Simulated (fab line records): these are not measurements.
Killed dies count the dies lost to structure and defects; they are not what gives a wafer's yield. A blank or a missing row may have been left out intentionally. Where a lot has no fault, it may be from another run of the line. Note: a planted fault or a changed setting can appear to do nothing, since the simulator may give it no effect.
fab line records	flow n5-finfet
[record] lots = 7	wafers = 19	last-day = 15
route steps=1938 shown BEOL_M9@1419
lots untouched by any fault: they come from a run of this same line in which no faults occurred
start-h: start of the lot's first displayed wafer, in hours after the record's first day	wait-h: hours since the lot's step before	" as in the row above	L1.1+2: several wafers, shown together as one row	- value missing, or start not given	* or withheld: withheld	< > ~ a bound
route shown NAME@n: names a module that has steps shown in the file, with the first one's number in the route	usual: mean/standard deviation taken from wafers without a fault	same: alike in all rows	chamber/n: place in a boat	sites: readings site by site	_std_site: the values' standard deviation	_edge_site: outer sites' mean less inner sites'	radius-mm: for every site, how far away it sits from the centre of the wafer	mask NAME#n: copy n	behind: tool/chamber where the wafer was last shaped	hold: the reason the lot was held/the length of the hold in hours/how it ended	device: names the non-switching transistor (n, p or np)	end of line: the route-end tests of the same wafers	where a step has no rows: the recipe by itself	killed: dies that structure and defects cost at the first sort, which is not the same as the wafer's yield	map: a wafer's dies, marking killed ones x, the rest . and places with no die _
set.NAME: the setting that was run; set.NAME@STEP: the one run at that earlier step	model.NAME: the simulator's own value behind a step, which no gauge read
a table for each step, a row for each wafer; lots at some steps of the route
services: when a tool's chamber went out of use (start-h, in hours from the record's first day, below 0 if earlier), for how many hours, and the reason
[[steps]]
[step N5_BEOL_M9_ETCH_62]
[recipe] chemistry = N2/H2	target = SOC	target-depth-a = 1100	overetch-a = 220	mask-material = SiARC	temp-c = 40	time-s = 165	ion-energy-ev = 200	pressure-mtorr = 30	source-w = 840	bias-w = 150	n2-flow-sccm = 200	h2-flow-sccm = 200
[usual] bias-w = 150.0/0.43	drypump-motor-current-A = 5.86/0.22	oes-product-au = 0.67/0.073	rf-vpp-V = 524/3.1	showerhead-plenum-p-Torr = 2.54/0.11	temp-c = 40.01/0.11	throttle-valve-pct = 17.90/0.25
lot.wafer	tool	chamber	start-h	wait-h	bias-w	drypump-motor-current-A	oes-product-au	rf-hours-counter-h	rf-vpp-V	showerhead-plenum-p-Torr	temp-c	throttle-valve-pct
L867.2	rie-diel-03	1	198.46	0.0	149.7	5.59	0.63	180	521	2.44	40.14	18.13
L867.3	"	3	"	"	149.8	5.80	0.84	1	528	2.71	39.89	17.48
L867.5	"	1	"	"	150.0	5.56	0.63	-	520	2.44	39.91	18.13
L870.1	rie-diel-05	3	219.76	0.0	149.3	5.99	0.63	164	520	2.43	40.13	17.90
L870.5	"	2	"	"	150.6	5.81	0.72	-	527	2.70	40.10	18.00
L870.6	"	0	"	"	150.7	5.81	0.58	-	523	2.50	40.18	18.27
L872.3	rie-diel-05	0	227.22	0.0	150.3	5.82	0.58	242	524	2.50	40.05	18.26
L872.5	"	3	"	"	150.1	6.01	0.62	-	521	2.43	39.97	17.89
L872.6	"	2	"	"	150.1	5.80	0.71	-	529	2.69	40.04	17.99
L875.2	rie-diel-05	1	252.69	0.0	150.2	5.68	0.82	7	524	2.50	40.13	17.55
L875.3	"	3	"	"	149.2	5.99	0.62	176	520	2.42	40.14	17.93
L875.5	"	1	"	"	150.9	5.67	0.82	-	525	2.50	39.99	17.55
L881.2	rie-diel-05	0	285.80	0.0	149.9	5.81	0.79	7	522	2.50	40.10	17.85
L881.5	"	3	"	"	150.0	5.99	0.61	-	520	2.42	39.95	17.93
L882.2	rie-diel-04	3	286.10	0.0	149.7	6.21	0.61	209	524	2.53	40.07	18.16
L882.5	"	0	"	"	150.4	5.52	0.60	-	520	2.40	39.62	17.96
L882.6	"	3	"	"	150.1	6.20	0.61	-	523	2.53	40.04	18.19
L883.4	rie-diel-03	3	303.71	0.0	149.2	5.81	0.75	36	529	2.69	39.89	17.52
L883.5	"	0	"	"	149.9	6.29	0.60	-	523	2.51	39.97	18.19
[step N5_BEOL_M9_STRIP_68]
[recipe] chemistry = N2/H2	temp-c = 40	n2-flow-sccm = 200	h2-flow-sccm = 200	rf-frequency-hz = 6e+07
[step N5_BEOL_M9_STRIP_67]
[recipe] chemistry = CF4	resist = SiARC	power-w = 300	bias-power-w = 75	pressure-mtorr = 50	cf4-flow-sccm = 150	rf-frequency-hz = 6e+07
[usual] drypump-motor-current-A = 5.85/0.22	oes-product-au = 0.79/0.085	rf-vpp-V = 271.1/1.9	showerhead-plenum-p-Torr = 1.79/0.069	throttle-valve-pct = 13.64/0.27
lot.wafer	tool	chamber	start-h	wait-h	drypump-motor-current-A	oes-product-au	rf-hours-counter-h	rf-vpp-V	showerhead-plenum-p-Torr	throttle-valve-pct
L867.2	rie-diel-03	1	198.61	0.0	5.58	0.75	180	269.4	1.74	13.80
L867.3	"	3	"	"	5.81	0.99	1	274.2	1.89	13.12
L867.5	"	1	"	"	5.59	0.74	-	268.6	1.74	13.80
L870.1	rie-diel-05	3	219.91	0.0	6.01	0.74	164	268.9	1.71	13.76
L870.5	"	2	"	"	5.79	0.85	-	273.9	1.89	13.59
L870.6	"	0	"	"	5.80	0.69	-	269.2	1.77	14.05
L872.3	rie-diel-05	0	227.37	0.0	5.81	0.68	242	271.5	1.77	14.07
L872.5	"	3	"	"	5.99	0.73	-	270.8	1.71	13.76
L872.6	"	2	"	"	5.80	0.84	-	274.2	1.89	13.60
L875.2	rie-diel-05	1	252.84	0.0	5.68	0.96	7	269.1	1.77	13.18
L875.3	"	3	"	"	5.99	0.72	176	269.6	1.71	13.79
L875.5	"	1	"	"	5.69	0.96	-	269.3	1.77	13.20
L881.2	rie-diel-05	0	285.94	0.0	5.81	0.93	7	270.7	1.76	13.53
L881.5	"	3	"	"	5.97	0.72	-	268.2	1.70	13.81
L882.2	rie-diel-04	3	286.24	0.0	6.22	0.73	209	270.2	1.78	13.97
L882.5	"	0	"	"	5.51	0.71	-	269.7	1.72	13.75
L882.6	"	3	"	"	6.23	0.71	-	271.5	1.78	13.95
L883.4	rie-diel-03	3	303.86	0.0	5.79	0.88	36	271.3	1.88	13.23
L883.5	"	0	"	"	6.26	0.69	-	271.6	1.77	13.95
[step N5_BEOL_M9_HM_OPEN_17]
[recipe] chemistry = Cl2/BCl3	target-depth-a = 200	overetch-a = 60	target = TiN	mask-material = SOC	ion-energy-ev = 150	pressure-mtorr = 10	icp-w = 1000	bias-w = 126	Cl2_flow_sccm = 53.25	bcl3-flow-sccm = 21.75	Ar_flow_sccm = 25
[usual] bias-w = 126.0/0.34	drypump-motor-current-A = 5.3/0.43	oes-product-au = 0.66/0.09	throttle-valve-pct = 22.20/0.22
lot.wafer	tool	chamber	start-h	wait-h	bias-w	drypump-motor-current-A	oes-product-au	rf-hours-counter-h	throttle-valve-pct
L867.2	rie-metal-02	1	198.65	0.0	126.6	5.6	0.53	113	22.25
L867.3	"	1	"	"	126.1	5.6	0.54	-	22.25
L867.5	"	1	"	"	126.3	5.6	0.53	-	22.24
L870.1	rie-metal-01	1	219.95	0.0	125.9	5.1	0.73	15	22.18
L870.5	"	1	"	"	126.2	5.1	0.74	-	22.20
L870.6	"	0	"	"	125.7	5.9	0.68	-	22.34
L872.3	rie-metal-02	1	227.47	0.1	125.9	5.6	0.54	-	22.27
L872.5	"	1	"	"	125.7	5.6	0.54	-	22.26
L872.6	"	1	"	"	126.1	5.6	0.53	-	22.26
L875.2	rie-metal-02	0	252.88	0.0	125.7	5.4	0.55	106	22.54
L875.3	"	1	"	"	125.9	5.6	0.52	-	22.27
L875.5	"	1	"	"	125.9	5.6	0.52	-	22.28
L881.2	rie-metal-02	0	286.01	0.1	125.2	5.4	0.54	-	22.54
L881.5	"	0	"	"	126.0	5.4	0.55	-	22.54
L882.2	rie-metal-02	0	286.31	0.1	126.0	5.4	0.54	-	22.57
L882.5	"	0	"	"	125.8	5.4	0.54	-	22.55
L882.6	"	0	"	"	125.8	5.3	0.54	-	22.56
L883.4	rie-metal-03	1	303.99	0.1	125.5	4.8	0.70	-	21.97
L883.5	"	1	"	"	126.1	4.8	0.70	-	22.00
[step N5_BEOL_M9_STRIP_19]
[recipe] chemistry = O2	power-w = 400	temp-c = 40	pressure-mtorr = 30	rf-frequency-hz = 6e+07	bias-power-w = 0	overash-fraction = 0.2	o2-flow-sccm = 225
[usual] drypump-motor-current-A = 5.84/0.25	oes-product-au = 0.78/0.078	rf-vpp-V = 3.6/0.64	showerhead-plenum-p-Torr = 2.11/0.093	temp-c = 40.00/0.1	throttle-valve-pct = 16.74/0.28
lot.wafer	tool	chamber	start-h	wait-h	drypump-motor-current-A	oes-product-au	rf-hours-counter-h	rf-vpp-V	showerhead-plenum-p-Torr	temp-c	throttle-valve-pct
L867.2	rie-diel-04	1	198.78	0.1	5.97	0.85	84	3.7	2.04	39.96	16.41
L867.3	"	3	"	"	6.20	0.74	181	3.3	2.08	39.87	16.94
L867.5	"	1	"	"	6.01	0.85	-	2.4	2.04	39.88	16.39
L870.1	rie-diel-05	2	220.06	0.1	5.84	0.87	69	4.1	2.23	40.07	16.79
L870.5	"	2	"	"	5.81	0.86	-	3.5	2.23	39.92	16.81
L870.6	"	3	"	"	6.00	0.73	-	3.8	2.01	40.06	16.88
L872.3	rie-diel-05	0	227.61	0.1	5.81	0.68	242	2.7	2.07	39.96	17.14
L872.5	"	0	"	"	5.81	0.67	-	3.6	2.07	40.05	17.13
L872.6	"	2	"	"	5.81	0.86	-	3.4	2.23	40.03	16.80
L875.2	rie-diel-04	1	252.99	0.1	6.00	0.83	99	4.2	2.03	40.01	16.43
L875.3	"	2	"	"	5.62	0.89	19	3.7	2.22	40.03	16.33
L875.5	"	1	"	"	6.00	0.83	-	3.2	2.03	39.86	16.45
L881.2	rie-diel-04	2	286.26	0.2	5.60	0.86	30	3.9	2.22	39.98	16.35
L881.5	"	2	"	"	5.63	0.86	-	4.1	2.22	40.20	16.32
L882.2	rie-diel-04	2	286.48	0.1	5.62	0.86	31	4.5	2.22	40.05	16.31
L882.5	"	3	"	"	6.22	0.72	-	3.6	2.07	39.97	16.99
L882.6	"	2	"	"	5.58	0.86	-	3.5	2.22	39.92	16.33
L883.4	rie-diel-03	0	304.10	0.1	6.22	0.69	221	3.3	2.08	39.98	17.05
L883.5	"	2	"	"	5.70	0.73	-	3.3	2.18	40.01	16.93
[step N5_BEOL_M9_CD_MEAS_18]
[recipe] pitch-nm = 140	target-cd-nm = 70
[usual] cd-nm = 69.9/0.67
lot.wafer	tool	chamber	start-h	wait-h	cd-nm
L867.2	cd-sem-01	-	198.85	0.1	69.7
L867.3	"	-	"	"	69.6
L867.5	"	-	"	"	70.0
L870.1	cd-sem-01	-	220.13	0.0	70.6
L870.5	"	-	"	"	70.7
L870.6	"	-	"	"	70.3
L872.3	cd-sem-01	-	227.68	0.1	69.5
L872.5	"	-	"	"	70.1
L872.6	"	-	"	"	69.6
L875.2	cd-sem-01	-	253.06	0.1	69.0
L875.3	"	-	"	"	69.4
L875.5	"	-	"	"	69.5
L881.2	cd-sem-01	-	286.33	0.1	71.5
L881.5	"	-	"	"	71.0
L882.2	cd-sem-01	-	286.56	0.1	69.4
L882.5	"	-	"	"	69.5
L882.6	"	-	"	"	69.0
L883.4	cd-sem-03	-	304.18	0.1	69.9
L883.5	"	-	"	"	70.6
[step N5_BEOL_M9_COAT_63]
[recipe] resist = SOC	temp-c = 250	time-s = 60	spin-rpm = 1500	resist-thk-nm = 60
[step N5_BEOL_M9_COAT_64]
[recipe] resist = SiARC	temp-c = 220	time-s = 60	spin-rpm = 1500	resist-thk-nm = 12
[step N5_BEOL_M9_COAT_75]
[recipe] resist = underlayer	temp-c = 205	time-s = 60	spin-rpm = 1500	resist-thk-nm = 5
[step N5_BEOL_M9_COAT_22]
[recipe] resist = CAR-EUV	spin-rpm = 1500	resist-thk-nm = 30
[step N5_BEOL_M9_EBR_24]
[recipe] solvent = PGMEA	ebr-width-mm = 1.5
[step N5_BEOL_M9_SOFTBAKE_23]
[recipe] temp-c = 110	time-s = 60	resist = CAR-EUV
[step N5_BEOL_M9_EXPOSE_25]
[recipe] mask-id = V8	na = 0.33	source-shape = annular	sigma-inner = 0.4	sigma-outer = 0.8	polarization = unpolarized	dose-mj = 37.25
[usual] focus-offset-nm = 0.0/0.5
lot.wafer	tool	chamber	start-h	wait-h	mask	focus-offset-nm
L867.2	euv-scanner-02	0	200.16	-	V8#0	-1.3
L867.3	"	0	"	"	V8#0	-1.2
L867.5	"	0	"	"	V8#0	-1.2
L870.1	euv-scanner-01	0	221.54	-	V8#0	0.1
L870.5	"	0	"	"	V8#0	0.1
L870.6	"	0	"	"	V8#0	0.1
L872.3	euv-scanner-02	0	227.91	-	V8#0	0.6
L872.5	"	0	"	"	V8#0	0.7
L872.6	"	0	"	"	V8#0	0.8
L875.2	euv-scanner-02	0	253.56	-	V8#0	-0.4
L875.3	"	0	"	"	V8#0	-0.2
L875.5	"	0	"	"	V8#0	-0.6
L881.2	euv-scanner-02	0	286.54	-	V8#0	0.0
L881.5	"	0	"	"	V8#0	-0.2
L882.2	euv-scanner-02	0	286.81	-	V8#0	0.2
L882.5	"	0	"	"	V8#0	-1.0
L882.6	"	0	"	"	V8#0	0.0
L883.4	euv-scanner-02	0	308.89	-	V8#0	-0.3
L883.5	"	0	"	"	V8#0	-1.4
[step N5_BEOL_M9_PEB_26]
[recipe] peb-temp-c = 100	peb-time-s = 60	resist = CAR-EUV
[step N5_BEOL_M9_DEVELOP_27]
[recipe] develop-time-s = 30	developer = TMAH	resist = CAR-EUV	rinse-liquid = surfactant-rinse	dry = air-spin	dev-temp-c = 23
[step N5_BEOL_M9_CD_MEAS_28]
[recipe] target-cd-nm = 70	landing-energy-ev = 500	detector = se-inlens	polarity = opening
[usual] cd-nm = 70.0/0.3
lot.wafer	tool	chamber	start-h	wait-h	cd-nm
L867.2	cd-sem-01	0	200.28	-	70.0
L867.3	"	0	"	"	69.9
L867.5	"	0	"	"	69.7
L870.1	cd-sem-02	0	221.67	-	70.2
L870.5	"	0	"	"	70.4
L870.6	"	0	"	"	70.5
L872.3	cd-sem-01	0	228.03	-	70.3
L872.5	"	0	"	"	70.3
L872.6	"	0	"	"	70.6
L875.2	cd-sem-02	0	253.68	-	70.1
L875.3	"	0	"	"	70.0
L875.5	"	0	"	"	70.1
L881.2	cd-sem-02	0	286.67	-	69.8
L881.5	"	0	"	"	71.2
L882.2	cd-sem-02	0	286.94	-	70.2
L882.5	"	0	"	"	71.2
L882.6	"	0	"	"	71.4
L883.4	cd-sem-01	0	309.00	-	69.5
L883.5	"	0	"	"	71.0
[step N5_BEOL_M9_OVL_MEAS_29]
[recipe] points-per-wafer = 522
[usual] V8_OVL = 0.2/0.57
lot.wafer	tool	chamber	start-h	wait-h	V8_OVL[nm]
L867.2	overlay-02	0	200.32	0.0	-0.9
L867.3	"	0	"	"	0.0
L867.5	"	0	"	"	0.1
L870.1	overlay-02	0	221.70	0.0	1.5
L870.5	"	0	"	"	0.8
L870.6	"	0	"	"	1.7
L872.3	overlay-02	0	228.07	0.0	0.2
L872.5	"	0	"	"	0.6
L872.6	"	0	"	"	-0.4
L875.2	overlay-01	0	253.72	0.0	0.3
L875.3	"	0	"	"	-0.3
L875.5	"	0	"	"	0.3
L881.2	overlay-01	0	286.70	0.0	0.6
L881.5	"	0	"	"	-0.2
L882.2	overlay-02	0	286.97	0.0	-0.7
L882.5	"	0	"	"	-0.1
L882.6	"	0	"	"	-0.2
L883.4	overlay-02	0	309.05	0.0	-0.8
L883.5	"	0	"	"	0.6
[[services]]
tool	chamber	start-h	hours	kind
rie-metal-01	1	176.03	10.8	repair
euv-scanner-01	-	179.60	1.0	pm
euv-scanner-02	-	185.52	5.8	pm
euv-scanner-01	-	195.35	0.2	repair
rie-metal-03	0	196.89	10.6	repair
rie-diel-05	1	210.42	-	clean
rie-diel-05	1	210.42	-	consumable-replace:focus-ring
euv-scanner-02	-	215.19	1.0	pm
rie-metal-02	0	221.71	10.9	repair
rie-diel-04	-	234.11	1.7	repair
euv-scanner-01	-	235.79	1.0	pm
rie-diel-04	0	248.92	19.3	repair
rie-diel-05	-	261.73	0.6	repair
rie-diel-05	-	266.08	0.8	repair
euv-scanner-02	-	268.43	4.6	pm
rie-metal-01	1	271.26	6.8	repair
rie-metal-03	0	273.61	97.5	repair
rie-diel-04	1	276.61	5.4	repair
rie-diel-04	-	281.45	0.4	repair
rie-diel-04	1	283.72	16.7	repair
euv-scanner-01	-	284.84	4.6	pm
rie-diel-05	1	290.76	9.6	repair
euv-scanner-01	-	291.90	1.0	pm
euv-scanner-01	-	303.68	12.0	pm
[[key]]
[first-sign] step = N5_BEOL_M9_CD_MEAS_28	reading = cd-nm	direction = up	sigmas = 3.9	usual = 70.0	struck = 71.2
effect none on later readings
met-at N5_BEOL_M9_EXPOSE_25
struck-wafers L881.5,L882.5,L882.6,L883.5
onset-between 253.56 286.54
[fault] kind = process-parameter-drift	tool = euv-scanner-02	chamber = -	onset-h = 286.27	steps = N5_BEOL_M9_EXPOSE_25	channel = focus-nm	offset = 39.278	shape = step	end-h = 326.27	scope = struck-wafers-only
